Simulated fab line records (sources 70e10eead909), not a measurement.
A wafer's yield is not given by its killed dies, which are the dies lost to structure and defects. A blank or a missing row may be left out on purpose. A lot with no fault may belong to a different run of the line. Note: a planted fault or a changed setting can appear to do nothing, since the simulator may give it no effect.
Chamber matching + flow nandHarc + NHARC_A_DECK1_JOINT_CMP_13 on cmp-01: 4 sister chambers
The step polishes, target thk 51.023 nm. 14 wafers are shown with their chamber, then 6 later ones without.

## EACH WAFER AND ITS CHAMBER
| wafer  | chamber | motorCurrentA (A) | timeToEndpointS (s) |
|--------|---------|-------------------|---------------------|
| L891.4 | 2       | 8.5               | 12.3                |
| L891.5 | 3       | 13.1              | 11.9                |
| L891.6 | 0       | 11.5              | 11.5                |
| L895.2 | 3       | 13.6              | 6.7                 |
| L895.3 | 1       | 9.6               | 7.5                 |
| L895.5 | 1       | 10.4              | 10.0                |
| L897.2 | 1       | 10.5              | 7.7                 |
| L897.4 | 0       | 11.2              | 7.3                 |
| L897.5 | 3       | 13.2              | 7.6                 |
| L901.4 | 1       | 9.7               | 9.0                 |
| L901.6 | 1       | 9.6               | 9.6                 |
| L902.3 | 3       | 12.8              | 7.7                 |
| L902.4 | 1       | 9.4               | 7.4                 |
| L902.6 | 3       | 12.8              | 8.8                 |

SIGNATURES, as means of the wafers listed above
| reading         | chamber 0 | chamber 1 | chamber 2 | chamber 3 | scatter within a chamber |
|-----------------|-----------|-----------|-----------|-----------|--------------------------|
| motorCurrentA   | 11.350    | 9.867     | 8.500     | 13.100    | 0.395                    |
| timeToEndpointS | 9.400     | 8.533     | 12.300    | 8.540     | 1.78                     |
Rule: for each reading, subtract the chamber's mean from the wafer's reading, divide by that reading's scatter and square the result; add these up over the readings and take the root, which gives the wafer's distance from the chamber. The wafer belongs to the nearest chamber; if the next one is less than 2 further off, it can't be placed. How the scatter is found: for the shown wafers, subtract from each reading the mean of its chamber, square and add these, divide the total by (wafers less chambers), then take the root.

## WAFERS WITHOUT THEIR CHAMBER
| wafer  | motorCurrentA (A) | timeToEndpointS (s) |
|--------|-------------------|---------------------|
| L908.1 | 9.9               | 9.1                 |
| L908.2 | 11.1              | 10.0                |
| L908.4 | 13.2              | 10.2                |
| L910.2 | 8.5               | 6.9                 |
| L910.3 | 12.4              | 7.4                 |
| L910.5 | 11.4              | 7.4                 |

## THE CHAMBER EACH PASSED THROUGH
| wafer  | from the rows above     | in truth |
|--------|-------------------------|----------|
| L908.1 | 1                       | 1        |
| L908.2 | 0                       | 0        |
| L908.4 | 3                       | 3        |
| L910.2 | can't be placed: 2 or 1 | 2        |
| L910.3 | can't be placed: 3 or 0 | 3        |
| L910.5 | 0                       | 0        |
Placed correctly: 4 of 6. Cannot be placed on the basis of these rows: 2; the candidates contain the true chamber in 2. Wrongly placed: 0.
